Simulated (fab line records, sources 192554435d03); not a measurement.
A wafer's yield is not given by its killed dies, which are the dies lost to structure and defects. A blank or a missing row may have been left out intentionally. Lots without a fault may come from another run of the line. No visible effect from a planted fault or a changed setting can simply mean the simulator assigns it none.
fab line records	flow n5Finfet
[record] lots = 14	wafers = 42	lastDay = 17
route steps=1938 shown MOL_CONTACT_COAG@624 BEOL_M0_SAQP@639 BEOL_M4@1111
lots that met no fault: taken from a fault-free run of the same line
startH: hours from the record's opening day to when the first of the lot's shown wafers began	waitH: hours from the lot's prior step to this one	" unchanged from the row above	L1.1+2: a single row standing in for several wafers	- no value, or no start given	* or withheld: withheld	< > ~ a bound
route shown NAME@n: a module of which the file shows steps, and the number in the route of the first	usual: average and standard deviation across the fault-free wafers	same: alike in all rows	chamber/n: place in a boat	sites: readings site by site	_std_site: the standard deviation of these	_edge_site: the outer-site mean with the inner-site mean subtracted	radiusMm: for every site, how far away it sits from the centre of the wafer	mask NAME#n: copy n	behind: the tool/chamber that last shaped the wafer	hold: what put the lot on hold/how long, in hours/how the hold closed	device: the transistor (n, p or np) that didn't switch	end of line: the route-end tests of the same wafers	for a step that has no rows: nothing shown but its recipe	killed: dies that structure and defects cost at the first sort, which is not the same as the wafer's yield	map: shows each die of a wafer: x if killed, . if not, _ if none is there
set.NAME: the setting that was run; set.NAME@STEP: the one run at that earlier step	model.NAME: the simulator's own value behind a step, which no gauge read
steps of the route over a sample of lots; a table a step, a row a wafer
services: when a tool's chamber went out of use (startH, in hours from the record's first day, below 0 if earlier), for how many hours, and the reason
[[steps]]
[step N5_MOL_CONTACT_COAG_CVD_140]
[recipe] material = W	targetThkA = 665	mode = selectiveFill	tempC = 300	timeS = 215
[usual] heaterPowerW = 478/72
lot.wafer	tool	chamber	startH	waitH	heaterPowerW
L356.2	cvdW-01	1	103.76	0.1	541
L356.3	"	0	"	"	375
L356.5	"	0	"	"	377
L357.2	cvdW-02	0	105.22	0.1	491
L357.3	"	0	"	"	502
L357.4	"	1	"	"	460
L358.1	cvdW-02	1	112.95	0.1	475
L358.2	"	0	"	"	500
L358.5	"	1	"	"	469
L361.1	cvdW-01	1	126.86	0.1	563
L361.4	"	1	"	"	571
L361.5	"	0	"	"	370
L362.2	cvdW-01	1	138.54	0.1	567
L362.3	"	0	"	"	375
L362.6	"	0	"	"	380
L363.1	cvdW-01	1	142.35	0.1	550
L363.3	"	1	"	"	569
L363.6	"	1	"	"	570
L369.3	cvdW-02	1	182.45	0.1	467
L369.4	"	0	"	"	497
L369.5	"	1	"	"	461
L370.1	cvdW-02	1	186.61	0.1	458
L370.4	"	1	"	"	462
L370.5	"	1	"	"	469
L372.3	cvdW-01	1	195.36	0.1	583
L372.4	"	0	"	"	374
L372.5	"	1	"	"	570
L374.1	cvdW-01	1	207.50	0.1	570
L374.2	"	0	"	"	389
L374.5	"	1	"	"	580
L376.1	cvdW-02	1	216.18	0.1	471
L376.2	"	0	"	"	492
L376.4	"	1	"	"	476
L377.1	cvdW-02	1	225.92	0.1	473
L377.3	"	0	"	"	503
L377.6	"	0	"	"	513
L378.2	cvdW-01	1	230.56	0.1	572
L378.5	"	0	"	"	377
L378.6	"	1	"	"	572
L379.1	cvdW-01	1	237.33	0.1	567
L379.4	"	0	"	"	386
L379.6	"	1	"	"	566
[step N5_BEOL_M0_SAQP_THK_MEAS_05]
[usual] thkNm = 59.8/0.83
lot.wafer	tool	chamber	startH	waitH	thkNm
L357.2	filmMetro-02	-	109.83	0.1	60.0
L357.3	"	-	"	"	58.8
L357.4	"	-	"	"	60.1
L356.2	filmMetro-01	-	110.01	0.1	59.1
L356.3	"	-	"	"	60.3
L356.5	"	-	"	"	59.5
L358.1	filmMetro-01	-	117.46	0.1	59.6
L358.2	"	-	"	"	59.3
L358.5	"	-	"	"	59.8
L361.1	filmMetro-01	-	132.67	0.1	58.8
L361.4	"	-	"	"	60.6
L361.5	"	-	"	"	61.0
L362.2	filmMetro-01	-	144.42	0.1	59.0
L362.3	"	-	"	"	57.6
L362.6	"	-	"	"	60.1
L363.1	filmMetro-02	-	154.30	0.1	59.3
L363.3	"	-	"	"	57.9
L363.6	"	-	"	"	59.5
L369.3	filmMetro-02	-	188.91	0.1	59.1
L369.4	"	-	"	"	60.0
L369.5	"	-	"	"	60.0
L370.1	filmMetro-01	-	191.06	0.1	59.6
L370.4	"	-	"	"	60.4
L370.5	"	-	"	"	61.3
L372.3	filmMetro-02	-	201.47	0.1	59.8
L372.4	"	-	"	"	60.5
L372.5	"	-	"	"	59.0
L374.1	filmMetro-01	-	213.30	0.1	60.8
L374.2	"	-	"	"	58.8
L374.5	"	-	"	"	59.8
L376.1	filmMetro-02	-	221.37	0.1	58.2
L376.2	"	-	"	"	58.4
L376.4	"	-	"	"	59.6
L377.1	filmMetro-02	-	231.00	0.1	60.0
L377.3	"	-	"	"	59.5
L377.6	"	-	"	"	60.3
L378.2	filmMetro-02	-	236.59	0.1	59.5
L378.5	"	-	"	"	60.5
L378.6	"	-	"	"	60.9
L379.1	filmMetro-01	-	242.56	0.1	58.0
L379.4	"	-	"	"	60.2
L379.6	"	-	"	"	59.7
[step N5_BEOL_M0_SAQP_HM_OPEN_112]
[recipe] chemistry = CHF3/O2	target = SiO2	stopOn = a-Si	targetDepthA = 120	overEtchFrac = 1.25	maskMaterial = SOC	timeS = 13.5	pressureMtorr = 30	sourceW = 650	biasW = 170	Ar_flow_sccm = 200	CHF3_flow_sccm = 50	O2_flow_sccm = 5	ionEnergyEv = 200	ends = endPoint
[usual] CHF3_flow_sccm = 50.00/0.14	O2_flow_sccm = 5.000/0.015	drypumpMotorCurrentA = 5.8/0.44	oes_f_703_au = 0.80/0.055	oesProductAu = 0.53/0.04	rfVppV = 520/11	showerheadPlenumPTorr = 2.42/0.07	throttleValvePct = 18.80/0.16
lot.wafer	tool	chamber	startH	waitH	CHF3_flow_sccm	O2_flow_sccm	drypumpMotorCurrentA	oes_f_703_au	oesProductAu	rfHoursCounterH	rfVppV	showerheadPlenumPTorr	throttleValvePct
L357.2	rieDiel-01	2	110.59	0.0	50.01	5.000	5.2	0.84	0.55	73	513	2.36	18.91
L357.3	"	1	"	"	50.14	4.970	6.3	0.86	0.58	30	510	2.37	18.51
L357.4	"	3	"	"	49.78	5.009	6.0	0.78	0.52	131	520	2.43	18.76
L356.2	rieDiel-05	3	110.80	0.0	50.01	5.001	6.2	0.76	0.48	200	508	2.47	18.74
L356.3	"	1	"	"	49.95	4.992	6.1	0.82	0.54	87	520	2.35	18.93
L356.5	"	1	"	"	49.87	4.984	6.1	0.83	0.53	-	519	2.35	18.93
L358.1	rieDiel-05	2	118.22	0.0	50.00	5.037	5.3	0.79	0.53	87	543	2.43	18.93
L358.2	"	0	"	"	50.12	4.996	5.9	0.65	0.45	248	532	2.47	19.09
L358.5	"	3	"	"	50.04	4.986	6.3	0.76	0.49	-	507	2.47	18.75
L361.1	rieDiel-04	0	133.31	0.0	50.04	5.012	5.1	0.79	0.50	142	510	2.42	18.79
L361.4	"	0	"	"	49.87	5.022	5.1	0.78	0.50	-	509	2.42	18.79
L361.5	"	3	"	"	49.84	5.012	5.7	0.69	0.45	-	520	2.28	18.93
L362.2	rieDiel-01	3	145.56	0.0	-	-	-	-	-	-	-	-	-
L362.3	"	1	"	"	-	-	-	-	-	-	-	-	-
L362.6	"	3	"	"	-	-	-	-	-	-	-	-	-
L363.1	rieDiel-05	0	155.19	0.0	-	-	-	-	-	-	-	-	-
L363.3	"	3	"	"	-	-	-	-	-	-	-	-	-
L363.6	"	2	"	"	-	-	-	-	-	-	-	-	-
L369.3	rieDiel-01	2	189.54	0.0	49.96	4.977	5.2	0.80	0.52	105	512	2.35	18.96
L369.4	"	1	"	"	50.01	4.995	6.4	0.82	0.55	-	510	2.36	18.56
L369.5	"	3	"	"	50.17	5.020	6.0	0.76	0.51	-	520	2.43	18.79
L370.1	rieDiel-04	3	191.83	0.0	50.11	4.994	5.7	0.95	0.62	0	528	2.56	18.57
L370.4	"	2	"	"	50.20	4.994	5.6	0.88	0.60	16	536	2.56	18.50
L370.5	"	1	"	"	49.93	5.000	5.8	0.87	0.55	-	525	2.54	18.83
L372.3	rieDiel-01	3	202.23	0.0	50.01	5.013	6.0	0.76	0.51	156	520	2.42	18.79
L372.4	"	3	"	"	49.84	5.018	6.0	0.76	0.51	-	520	2.42	18.80
L372.5	"	1	"	"	49.86	4.990	6.3	0.81	0.55	-	508	2.35	18.58
L374.1	rieDiel-01	2	213.96	0.0	49.94	5.021	5.2	0.80	0.52	116	513	2.34	18.98
L374.2	"	3	"	"	50.09	4.982	6.0	0.75	0.50	162	522	2.42	18.81
L374.5	"	1	"	"	49.96	4.977	6.3	0.80	0.54	-	511	2.35	18.59
L376.1	rieDiel-01	2	222.14	0.0	49.85	4.986	5.1	0.79	0.52	119	514	2.34	18.98
L376.2	"	3	"	"	49.87	5.001	6.0	0.75	0.50	164	519	2.42	18.79
L376.4	"	2	"	"	50.10	4.978	5.1	0.79	0.52	-	515	2.34	18.98
L377.1	rieDiel-05	2	231.80	0.0	49.77	4.962	5.3	0.77	0.51	124	542	2.41	19.00
L377.3	"	1	"	"	50.06	4.999	6.1	0.79	0.52	125	519	2.34	18.98
L377.6	"	3	"	"	50.18	4.984	6.2	0.73	0.46	-	507	2.45	18.81
L378.2	rieDiel-05	3	237.23	0.0	50.11	4.994	6.2	0.73	0.46	240	507	2.45	18.82
L378.5	"	1	"	"	50.02	4.982	6.1	0.78	0.51	-	518	2.34	18.99
L378.6	"	0	"	"	49.96	5.015	5.9	0.86	0.60	-	531	2.45	18.74
L379.1	rieDiel-01	2	243.33	0.0	49.85	4.998	5.1	0.79	0.51	128	513	2.34	18.99
L379.4	"	1	"	"	49.87	4.993	6.3	0.79	0.53	-	508	2.35	18.60
L379.6	"	3	"	"	50.01	5.011	6.0	0.74	0.49	-	517	2.42	18.83
[step N5_BEOL_M0_SAQP_MANDREL_ETCH_20]
[recipe] targetDepthA = 600	chemistry = HBr/Cl2	target = a-Si	stopOn = SiNx	btTimeS = 10	maskMaterial = SOC	overEtchFrac = 0.5	timeS = 30	pressureMtorr = 10	icpW = 800	biasW = 75	HBr_flow_sccm = 150	Cl2_flow_sccm = 80	ends = endPoint
[usual] drypumpMotorCurrentA = 5.7/0.46	oesProductAu = 0.782/0.011	throttleValvePct = 35.28/0.26
lot.wafer	tool	chamber	startH	waitH	drypumpMotorCurrentA	oesProductAu	rfHoursCounterH	throttleValvePct
L357.2	rieSi-02	2	110.67	0.0	5.7	0.776	104	35.45
L357.3	"	1	"	"	5.3	0.757	195	35.33
L357.4	"	3	"	"	6.1	0.791	32	35.12
L356.2	rieSi-03	2	110.88	0.0	5.0	0.769	90	35.30
L356.3	"	0	"	"	5.8	0.787	98	35.52
L356.5	"	3	"	"	6.2	0.790	-	35.26
L358.1	rieSi-01	0	118.30	0.0	5.3	0.780	135	35.19
L358.2	"	1	"	"	6.5	0.774	86	35.25
L358.5	"	3	"	"	6.7	0.791	-	35.63
L361.1	rieSi-02	2	133.39	0.0	5.7	0.776	105	35.45
L361.4	"	3	"	"	6.1	0.785	-	35.09
L361.5	"	0	"	"	5.4	0.798	-	34.72
L362.2	rieSi-02	0	145.64	0.0	5.4	0.335	34	35.62
L362.3	"	3	"	"	6.1	0.335	33	36.03
L362.6	"	3	"	"	6.1	0.330	-	36.00
L363.1	rieSi-03	1	155.27	0.0	5.4	0.327	188	35.76
L363.3	"	3	"	"	6.2	0.335	1	36.16
L363.6	"	2	"	"	5.0	0.335	-	36.18
L369.3	rieSi-03	2	189.63	0.0	5.0	0.781	92	35.31
L369.4	"	3	"	"	6.2	0.795	2	35.25
L369.5	"	2	"	"	5.0	0.781	-	35.29
L370.1	rieSi-02	1	191.91	0.0	5.3	0.751	1	35.55
L370.4	"	2	"	"	5.7	0.790	106	35.45
L370.5	"	2	"	"	5.7	0.792	-	35.43
L372.3	rieSi-02	3	202.31	0.0	6.1	0.776	34	35.12
L372.4	"	1	"	"	5.4	0.765	1	35.53
L372.5	"	3	"	"	6.1	0.775	-	35.14
L374.1	rieSi-03	2	214.05	0.0	5.0	0.782	92	35.28
L374.2	"	0	"	"	5.8	0.776	100	35.54
L374.5	"	2	"	"	5.0	0.773	-	35.27
L376.1	rieSi-03	3	222.22	0.0	6.2	0.780	3	35.30
L376.2	"	2	"	"	5.0	0.778	93	35.32
L376.4	"	3	"	"	6.3	0.793	-	35.27
L377.1	rieSi-03	3	231.88	0.0	6.2	0.796	3	35.25
L377.3	"	2	"	"	5.0	0.776	93	35.31
L377.6	"	2	"	"	5.0	0.788	-	35.27
L378.2	rieSi-03	0	237.31	0.0	5.7	0.790	101	35.53
L378.5	"	0	"	"	5.7	0.795	-	35.53
L378.6	"	3	"	"	6.2	0.804	-	35.24
L379.1	rieSi-03	2	243.41	0.0	5.0	0.763	93	35.31
L379.4	"	3	"	"	6.2	0.793	3	35.24
L379.6	"	3	"	"	6.2	0.798	-	35.26
[step N5_BEOL_M0_SAQP_STRIP_86]
[recipe] chemistry = N2/H2	powerW = 500	tempC = 40	pressureMtorr = 50	rfFrequencyHz = 6e+07	overashFraction = 0.3	biasPowerW = 28	h2Frac = 0.5	n2FlowSccm = 300	h2FlowSccm = 300
[usual] drypumpMotorCurrentA = 5.8/0.4	oesProductAu = 0.81/0.076	rfVppV = 122.1/1.5	showerheadPlenumPTorr = 3.38/0.12	throttleValvePct = 18.83/0.28
[same] overashFraction = 0.3
lot.wafer	tool	chamber	startH	waitH	drypumpMotorCurrentA	oesProductAu	rfHoursCounterH	rfVppV	showerheadPlenumPTorr	throttleValvePct
L357.2	rieDiel-01	2	110.77	0.1	5.2	0.83	73	121.2	3.26	18.96
L357.3	"	0	"	"	6.1	0.72	200	124.1	3.46	18.94
L357.4	"	3	"	"	6.0	0.78	131	122.1	3.36	18.39
L356.2	rieDiel-01	1	110.98	0.1	6.4	0.89	30	121.8	3.30	18.88
L356.3	"	3	"	"	6.0	0.81	131	122.2	3.36	18.39
L356.5	"	0	"	"	6.1	0.71	-	123.6	3.46	18.94
L358.1	rieDiel-05	0	118.40	0.1	5.9	0.68	248	121.8	3.45	19.46
L358.2	"	2	"	"	5.3	0.82	88	123.4	3.42	19.05
L358.5	"	2	"	"	5.3	0.81	-	119.4	3.42	19.08
L361.1	rieDiel-04	0	133.49	0.1	5.1	0.78	142	122.1	3.34	18.52
L361.4	"	3	"	"	5.7	0.69	-	120.7	3.16	18.82
L361.5	"	1	"	"	5.9	0.88	-	124.5	3.56	18.85
L362.2	rieDiel-05	3	145.74	0.1	6.2	0.71	213	123.2	3.46	19.11
L362.3	"	2	"	"	5.3	0.80	99	123.2	3.41	19.07
L362.6	"	2	"	"	5.3	0.80	-	122.5	3.41	19.09
L363.1	rieDiel-04	0	155.37	0.1	5.1	0.77	149	121.1	3.33	18.56
L363.3	"	3	"	"	5.7	0.69	242	119.4	3.16	18.82
L363.6	"	0	"	"	5.1	0.76	-	122.3	3.33	18.53
L369.3	rieDiel-01	3	189.72	0.1	6.0	0.78	151	120.4	3.35	18.41
L369.4	"	2	"	"	5.2	0.81	-	121.4	3.24	19.02
L369.5	"	3	"	"	6.0	0.80	-	121.3	3.35	18.44
L370.1	rieDiel-04	1	192.01	0.1	5.9	0.85	53	123.0	3.55	18.87
L370.4	"	3	"	"	5.7	0.98	0	124.7	3.56	18.43
L370.5	"	2	"	"	5.6	0.92	-	121.4	3.56	18.21
L372.3	rieDiel-05	1	202.41	0.1	6.1	0.78	115	122.0	3.24	18.82
L372.4	"	0	"	"	5.9	0.94	16	121.6	3.44	19.09
L372.5	"	1	"	"	6.1	0.79	-	122.9	3.24	18.81
L374.1	rieDiel-05	1	214.21	0.1	6.1	0.77	119	124.5	3.24	18.80
L374.2	"	0	"	"	5.9	0.92	20	123.3	3.43	19.10
L374.5	"	3	"	"	6.3	0.72	-	123.7	3.45	19.11
L376.1	rieDiel-05	1	222.32	0.1	6.1	0.79	121	121.1	3.23	18.84
L376.2	"	2	"	"	5.3	0.79	121	118.7	3.40	19.11
L376.4	"	3	"	"	6.2	0.71	236	123.2	3.45	19.14
L377.1	rieDiel-05	1	231.98	0.1	6.2	0.78	125	120.5	3.23	18.83
L377.3	"	0	"	"	5.9	0.92	25	124.2	3.43	19.11
L377.6	"	2	"	"	5.3	0.78	-	122.1	3.40	19.15
L378.2	rieDiel-01	2	237.58	0.2	5.1	0.79	125	119.7	3.23	19.04
L378.5	"	3	"	"	6.0	0.76	-	120.6	3.34	18.46
L378.6	"	2	"	"	5.1	0.79	-	119.4	3.23	19.04
L379.1	rieDiel-01	2	243.51	0.1	5.1	0.77	128	122.4	3.23	19.07
L379.4	"	1	"	"	6.3	0.82	-	121.7	3.27	18.96
L379.6	"	2	"	"	5.1	0.78	-	120.5	3.23	19.04
[step N5_BEOL_M0_SAQP_MANDREL1_REMOVE_100]
[recipe] chemistry = HBr/Cl2/O2	btTimeS = 10	target = a-Si	stopOn = SiNx	endpoint = OES-SiCl	overEtchFrac = 0.85	icpW = 600	biasW = 30	HBr_flow_sccm = 150	Cl2_flow_sccm = 80	O2_flow_sccm = 5	pressureMtorr = 10
[usual] drypumpMotorCurrentA = 5.8/0.47	oesProductAu = 1.006/0.013	throttleValvePct = 36.53/0.28
lot.wafer	tool	chamber	startH	waitH	drypumpMotorCurrentA	oesProductAu	rfHoursCounterH	throttleValvePct
L357.2	rieSi-03	3	111.85	0.1	6.2	1.021	1	36.52
L357.3	"	0	"	"	5.7	1.009	98	36.81
L357.4	"	2	"	"	5.0	0.994	90	36.55
L356.2	rieSi-02	0	112.46	0.1	5.4	1.007	33	36.00
L356.3	"	1	"	"	5.3	0.974	195	36.57
L356.5	"	2	"	"	5.7	1.003	-	36.71
L358.1	rieSi-03	0	119.67	0.1	5.7	1.013	98	36.79
L358.2	"	3	"	"	6.2	1.013	1	36.50
L358.5	"	2	"	"	5.0	1.004	-	36.55
L361.1	rieSi-02	0	135.56	0.1	5.4	1.005	34	35.98
L361.4	"	2	"	"	5.7	1.006	-	36.71
L361.5	"	3	"	"	6.1	1.001	-	36.36
L362.2	rieSi-01	1	147.10	0.1	6.5	0.384	87	36.50
L362.3	"	2	"	"	6.1	0.373	12	36.90
L362.6	"	2	"	"	6.1	0.373	-	36.93
L363.1	rieSi-03	3	156.45	0.1	6.2	0.392	1	36.51
L363.3	"	1	"	"	5.4	0.378	188	36.11
L363.6	"	3	"	"	6.2	0.376	-	36.53
L369.3	rieSi-02	0	190.82	0.1	5.4	1.013	35	35.97
L369.4	"	3	"	"	6.1	1.012	34	36.36
L369.5	"	1	"	"	5.3	0.978	-	36.82
L370.1	rieSi-02	3	193.13	0.1	6.1	1.009	34	36.39
L370.4	"	2	"	"	5.7	1.007	106	36.71
L370.5	"	1	"	"	5.4	0.971	-	36.82
L372.3	rieSi-01	1	203.49	0.1	6.5	1.004	88	36.49
L372.4	"	3	"	"	6.7	1.032	32	36.88
L372.5	"	2	"	"	6.1	0.991	-	36.92
L374.1	rieSi-03	2	215.29	0.1	5.1	1.017	93	36.56
L374.2	"	3	"	"	6.2	1.019	3	36.53
L374.5	"	2	"	"	5.1	1.010	-	36.54
L376.1	rieSi-01	1	223.54	0.1	6.5	1.007	88	36.50
L376.2	"	2	"	"	6.1	1.002	13	36.90
L376.4	"	0	"	"	5.3	1.006	137	36.43
L377.1	rieSi-03	3	233.20	0.1	6.2	1.021	3	36.53
L377.3	"	2	"	"	5.0	1.003	93	36.55
L377.6	"	2	"	"	5.0	1.008	-	36.55
L378.2	rieSi-03	0	238.66	0.1	5.7	1.018	101	36.80
L378.5	"	2	"	"	5.0	1.010	-	36.55
L378.6	"	3	"	"	6.2	1.022	-	36.50
L379.1	rieSi-01	0	246.92	0.1	5.3	0.993	138	36.42
L379.4	"	2	"	"	6.1	0.988	13	36.90
L379.6	"	1	"	"	6.5	0.991	-	36.50
[step N5_BEOL_M0_SAQP_CD_MEAS_25]
[recipe] targetCdNm = 13.1	landingEnergyEv = 1000	detector = seInlens
[usual] cdNm = 12.82/0.23
lot.wafer	tool	chamber	startH	waitH	cdNm
L357.2	cdSem-01	0	111.96	0.1	12.66
L357.3	"	0	"	"	12.77
L357.4	"	0	"	"	12.76
L356.2	cdSem-01	0	112.57	0.1	13.01
L356.3	"	0	"	"	12.67
L356.5	"	0	"	"	12.82
L358.1	cdSem-03	0	119.77	0.1	13.07
L358.2	"	0	"	"	13.20
L358.5	"	0	"	"	12.92
L361.1	cdSem-01	0	135.67	0.1	12.71
L361.4	"	0	"	"	12.86
L361.5	"	0	"	"	12.90
L362.2	cdSem-02	0	147.21	0.1	-
L362.3	"	0	"	"	-
L362.6	"	0	"	"	-
L363.1	cdSem-02	0	156.56	0.1	-
L363.3	"	0	"	"	-
L363.6	"	0	"	"	-
L369.3	cdSem-02	0	190.93	0.1	13.08
L369.4	"	0	"	"	12.95
L369.5	"	0	"	"	13.19
L370.1	cdSem-02	0	193.24	0.1	12.48
L370.4	"	0	"	"	12.78
L370.5	"	0	"	"	12.90
L372.3	cdSem-03	0	203.60	0.1	12.76
L372.4	"	0	"	"	12.97
L372.5	"	0	"	"	12.82
L374.1	cdSem-03	0	215.40	0.1	12.98
L374.2	"	0	"	"	12.74
L374.5	"	0	"	"	12.68
L376.1	cdSem-01	0	223.65	0.1	12.67
L376.2	"	0	"	"	12.61
L376.4	"	0	"	"	12.89
L377.1	cdSem-01	0	233.31	0.1	12.70
L377.3	"	0	"	"	12.73
L377.6	"	0	"	"	13.47
L378.2	cdSem-01	0	238.77	0.1	12.97
L378.5	"	0	"	"	13.11
L378.6	"	0	"	"	12.94
L379.1	cdSem-02	0	247.03	0.1	12.90
L379.4	"	0	"	"	12.47
L379.6	"	0	"	"	12.78
[step N5_BEOL_M4_RC_MEAS_101]
[usual] DIBL_N = 36.5/1.7	DIBL_P = 36.3/2.1	IOFF_N = 0.16/0.036	IOFF_P = 0.21/0.037	ION_N = 676/12	ION_P = 462/7.6	SS_N = 71.5/0.68	SS_P = 73.3/0.63	VT_N = 249/3.5	VT_P = -250/3.5
lot.wafer	tool	chamber	startH	waitH	DIBL_N[mV/V]	DIBL_P[mV/V]	IOFF_N[nA/um]	IOFF_P[nA/um]	ION_N[uA/um]	ION_P[uA/um]	SS_N[mV/dec]	SS_P[mV/dec]	VT_N[mV]	VT_P[mV]
L356.2	prober-01	0	176.10	0.2	36.5	36.5	0.18	0.22	682	472	71.6	73.3	248	-248
L356.3	"	0	"	"	37.3	37.2	0.20	0.23	687	463	72.3	73.7	247	-250
L356.5	"	0	"	"	37.0	36.9	0.19	0.22	685	466	72.0	73.5	244	-248
L358.1	prober-02	0	178.95	0.0	36.3	36.9	0.16	0.18	681	452	71.1	73.4	250	-253
L358.2	"	0	"	"	37.3	38.5	0.17	0.19	682	452	71.8	72.8	253	-255
L358.5	"	0	"	"	36.6	38.4	0.17	0.18	675	453	71.8	74.1	250	-256
L357.2	prober-02	0	184.13	0.2	37.9	37.5	0.20	0.24	697	470	71.8	73.1	243	-249
L357.3	"	0	"	"	37.5	37.1	0.21	0.24	696	476	71.3	73.3	242	-247
L357.4	"	0	"	"	36.5	36.5	0.18	0.22	685	471	71.8	72.8	245	-247
L361.1	prober-02	0	201.93	0.0	39.0	38.2	0.21	0.26	685	469	71.9	74.1	248	-247
L361.4	"	0	"	"	38.7	38.2	0.20	0.27	683	470	72.0	73.8	243	-246
L361.5	"	0	"	"	37.0	35.9	0.17	0.22	674	462	70.7	73.3	250	-247
L370.1	prober-02	0	251.60	0.0	38.1	39.7	0.23	0.26	695	469	73.0	73.4	244	-248
L370.4	"	0	"	"	35.3	36.3	0.17	0.21	685	467	71.8	73.4	250	-250
L370.5	"	0	"	"	36.1	37.3	0.19	0.22	688	466	71.5	73.4	248	-252
L369.3	prober-02	0	254.86	0.3	36.1	35.1	0.16	0.25	675	479	70.8	73.5	247	-244
L369.4	"	0	"	"	38.9	38.4	0.22	0.31	694	476	72.2	73.6	245	-239
L369.5	"	0	"	"	36.0	34.6	0.15	0.23	673	475	71.7	72.5	247	-249
L372.3	prober-01	0	259.90	0.3	36.5	37.1	0.16	0.22	674	461	71.1	73.9	252	-251
L372.4	"	0	"	"	33.6	34.0	0.13	0.18	667	460	70.8	73.0	252	-254
L372.5	"	0	"	"	35.1	36.0	0.14	0.21	667	461	71.1	73.9	253	-249
L374.1	prober-02	0	282.16	0.0	38.1	39.1	0.23	0.26	689	467	72.1	73.5	245	-246
L374.2	"	0	"	"	37.3	38.4	0.21	0.26	701	477	71.9	73.4	243	-247
L374.5	"	0	"	"	36.4	37.8	0.19	0.24	693	473	71.6	74.1	247	-248
L376.1	prober-02	0	289.05	0.0	37.4	38.3	0.16	0.22	676	461	71.4	74.0	251	-249
L376.2	"	0	"	"	36.9	37.2	0.16	0.21	682	461	70.6	73.2	250	-251
L376.4	"	0	"	"	37.0	37.3	0.16	0.21	667	463	71.3	72.6	250	-248
L377.1	prober-01	0	293.40	0.0	35.0	34.1	0.12	0.17	665	457	71.3	72.2	252	-251
L377.3	"	0	"	"	35.4	34.3	0.12	0.17	669	455	71.1	72.6	252	-255
L377.6	"	0	"	"	38.7	38.4	0.18	0.23	678	464	72.1	74.3	247	-248
L379.1	prober-01	0	310.17	0.0	39.0	37.7	0.19	0.24	679	463	73.4	74.3	246	-247
L379.4	"	0	"	"	36.7	36.5	0.16	0.24	689	480	70.5	73.0	248	-246
L379.6	"	0	"	"	35.6	34.4	0.13	0.19	679	464	71.2	72.9	250	-252
L378.2	prober-02	0	310.87	0.2	38.3	38.7	0.19	0.25	673	469	72.7	73.5	246	-248
L378.5	"	0	"	"	36.6	36.7	0.14	0.23	654	459	71.7	73.3	253	-248
L378.6	"	0	"	"	35.1	35.0	0.14	0.20	668	462	71.7	73.1	250	-249
[[services]]
tool	chamber	startH	hours	kind
rieDiel-04	0	80.56	7.8	repair
rieDiel-01	-	98.51	2.8	pm
cvdW-01	-	109.85	6.0	pm
rieDiel-01	3	111.79	13.2	repair
rieDiel-05	0	123.19	-	clean
rieDiel-01	0	123.46	131.8	repair
rieDiel-05	1	126.84	5.4	repair
rieSi-02	1	129.08	9.9	repair
rieSi-01	3	150.60	4.7	repair
rieSi-03	1	152.82	1.6	repair
rieDiel-01	3	154.67	14.1	repair
cvdW-01	-	162.72	14.6	pm
rieSi-02	2	180.45	3.1	repair
rieSi-03	1	191.32	4.3	repair
rieSi-03	0	198.88	9.0	repair
rieDiel-04	0	202.29	6.5	repair
rieDiel-05	2	205.97	1.6	repair
rieSi-03	1	207.89	-	clean
rieSi-03	1	207.89	31.3	scheduledDown
rieSi-03	1	207.89	31.3	ventCycle
rieDiel-05	-	216.89	0.8	repair
rieSi-02	-	222.04	28.1	pm
cvdW-02	0	230.07	2.6	repair
rieDiel-04	2	233.69	4.1	repair
[[key]]
[firstSign] step = N5_BEOL_M0_SAQP_HM_OPEN_112	reading = toolRecord	direction = missing
[effect] step = N5_BEOL_M0_SAQP_MANDREL_ETCH_20	reading = oesProductAu	direction = down	sigmas = 39	usual = 0.782	struck = 0.333
[effect] step = N5_BEOL_M0_SAQP_MANDREL1_REMOVE_100	reading = oesProductAu	direction = down	sigmas = 47	usual = 1.006	struck = 0.379
[effect] step = N5_BEOL_M0_SAQP_CD_MEAS_25	reading = cdNm	direction = missing
metAt N5_BEOL_M0_SAQP_HM_OPEN_112
struckLots L362,L363
laterRowsLeftOut L362.2,L362.3,L362.6,L363.1,L363.3,L363.6
sortLeftOut L362.2,L362.3,L362.6,L363.1,L363.3,L363.6
notActingAt N5_MOL_CONTACT_COAG_CVD_140,N5_BEOL_M0_SAQP_THK_MEAS_05,N5_BEOL_M0_SAQP_STRIP_86
onsetBetween 118.22 145.56
[fault] kind = skippedStepWhole	tool = rieDiel-01,rieDiel-05	chamber = -	onsetH = 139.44	steps = N5_BEOL_M0_SAQP_HM_OPEN_112	scope = struckLotsOnly
// sortLeftOut: the simulated sort isn't trusted on such a fault, so these wafers' sort isn't shown, and their yield isn't known
// laterRowsLeftOut: the simulator's readings of these wafers behind a module that went badly wrong aren't trusted and aren't shown, but for the sort
